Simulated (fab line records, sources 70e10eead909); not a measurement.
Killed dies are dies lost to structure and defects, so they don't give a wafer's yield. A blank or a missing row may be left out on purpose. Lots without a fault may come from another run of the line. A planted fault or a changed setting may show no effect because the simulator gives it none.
Chamber matching | flow nand_harc | NHARC_A_BLC_CMP_25 on cmp-04: 4 sister chambers
The step polishes, t overpolish 30 s, target thk 150 nm. 8 wafers are shown with their chamber, then 8 later ones without.

WAFERS WITH THEIR CHAMBER
wafer  | chamber | motor_current_A (A) | overpolish_run_s (s)
L082.5 | 1       | 15.5                | 30.005
L085.6 | 0       | 10.0                | 30.010
L089.2 | 0       | 9.7                 | 30.012
L089.3 | 2       | 11.7                | 30.000
L089.5 | 2       | 12.6                | 29.992
L089.4 | 1       | 16.4                | 30.011
L089.6 | 3       | 12.8                | 29.990
L087.3 | 3       | 12.9                | 29.992

WAFERS WITHOUT THEIR CHAMBER
wafer  | motor_current_A (A) | overpolish_run_s (s)
L087.5 | 12.5                | 29.984
L087.6 | 12.4                | 29.997
L091.2 | 12.9                | 29.997
L091.4 | 15.7                | 29.998
L091.5 | 11.9                | 29.988
L091.1 | 11.8                | 30.001
L091.3 | 9.3                 | 30.005
L091.6 | 12.0                | 30.001

WHICH CHAMBER EACH WENT THROUGH
wafer  | from the rows above     | in truth
L087.5 | can't be placed: 3 or 2 | 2
L087.6 | can't be placed: 2 or 3 | 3
L091.2 | can't be placed: 3 or 2 | 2
L091.4 | 1                       | 1
L091.5 | can't be placed: 3 or 2 | 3
L091.1 | can't be placed: 2 or 3 | 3
L091.3 | 0                       | 0
L091.6 | can't be placed: 2 or 3 | 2
Placed correctly: 2 of 8. Can't be placed from these rows: 6 (the true chamber is among the candidates in 6). Placed wrongly: 0.
How it was worked out, from the rows above alone: a wafer's distance from a chamber is the root of the sum, over the readings, of the square of ((its reading less the chamber's mean) divided by the reading's scatter). The wafer belongs to the nearest chamber; if the next one is less than 2 further off, it can't be placed. A chamber's mean is the mean of its shown wafers. The scatter: the root of (the sum of the squares of (reading less its chamber's mean) over the shown wafers, divided by (wafers less chambers)).
